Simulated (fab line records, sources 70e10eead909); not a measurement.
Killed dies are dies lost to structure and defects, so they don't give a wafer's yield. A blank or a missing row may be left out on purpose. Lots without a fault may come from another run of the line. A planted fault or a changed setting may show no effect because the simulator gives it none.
Chamber matching | flow nand_harc | NHARC_A_SGD_CUT_ETCHBACK_24 on rie_diel-06: 4 sister chambers
The step etches the open film in CH3F/O2, target depth 50 nm, time 92.857 s. 18 wafers are shown with their chamber, then 9 later ones without.

WAFERS WITH THEIR CHAMBER
wafer  | chamber | showerhead_plenum_p_Torr (Torr) | rf_vpp_V (V) | rf_fwd_power_W (W)
L076.1 | 3       | 2.30                            | 242.6        | 496.7
L076.2 | 1       | 2.63                            | 247.2        | 498.0
L076.5 | 2       | 2.64                            | 247.5        | 500.5
L077.2 | 2       | 2.65                            | 245.9        | 495.5
L077.4 | 1       | 2.63                            | 246.6        | 499.6
L077.6 | 0       | 2.51                            | 245.7        | 499.5
L078.1 | 3       | 2.30                            | 243.1        | 498.2
L078.2 | 0       | 2.51                            | 244.6        | 497.0
L078.4 | 1       | 2.63                            | 247.0        | 497.6
L084.1 | 0       | 2.50                            | 245.3        | 494.7
L084.3 | 1       | 2.63                            | 246.5        | 496.6
L084.5 | 2       | 2.64                            | 246.9        | 496.5
L081.1 | 2       | 2.64                            | 246.8        | 496.1
L081.2 | 3       | 2.30                            | 242.2        | 494.8
L081.4 | 0       | 2.50                            | 244.6        | 497.5
L089.2 | 1       | 2.62                            | 246.4        | 497.1
L089.3 | 0       | 2.50                            | 243.6        | 500.7
L089.6 | 0       | 2.50                            | 246.0        | 499.2

SIGNATURES (means of the wafers above)
reading                  | chamber 0 | chamber 1 | chamber 2 | chamber 3 | scatter within a chamber
showerhead_plenum_p_Torr | 2.5033    | 2.6280    | 2.6425    | 2.3000    | 0.00454
rf_vpp_V                 | 244.967   | 246.740   | 246.775   | 242.633   | 0.657
rf_fwd_power_W           | 498.100   | 497.780   | 497.150   | 496.567   | 1.88
Rule: a wafer's distance from a chamber is the root of the sum, over the readings, of the square of ((its reading less the chamber's mean) divided by the reading's scatter). The wafer belongs to the nearest chamber; if the next one is less than 2 further off, it can't be placed. The scatter: the root of (the sum of the squares of (reading less its chamber's mean) over the shown wafers, divided by (wafers less chambers)).

WAFERS WITHOUT THEIR CHAMBER
wafer  | showerhead_plenum_p_Torr (Torr) | rf_vpp_V (V) | rf_fwd_power_W (W)
L091.1 | 2.64                            | 246.4        | 497.6
L091.2 | 2.30                            | 242.9        | 496.5
L091.3 | 2.50                            | 245.1        | 498.9
L092.3 | 2.30                            | 243.1        | 498.6
L092.4 | 2.62                            | 247.0        | 495.5
L092.6 | 2.64                            | 246.9        | 498.7
L094.1 | 2.64                            | 248.1        | 496.1
L094.3 | 2.30                            | 242.5        | 496.7
L094.4 | 2.50                            | 245.0        | 497.2

WHICH CHAMBER EACH WENT THROUGH
wafer  | from the rows above     | in truth
L091.1 | can't be placed: 2 or 1 | 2
L091.2 | 3                       | 3
L091.3 | 0                       | 0
L092.3 | 3                       | 3
L092.4 | 1                       | 1
L092.6 | can't be placed: 2 or 1 | 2
L094.1 | can't be placed: 2 or 1 | 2
L094.3 | 3                       | 3
L094.4 | 0                       | 0
Placed correctly: 6 of 9. Can't be placed from these rows: 3 (the true chamber is among the candidates in 3). Placed wrongly: 0.
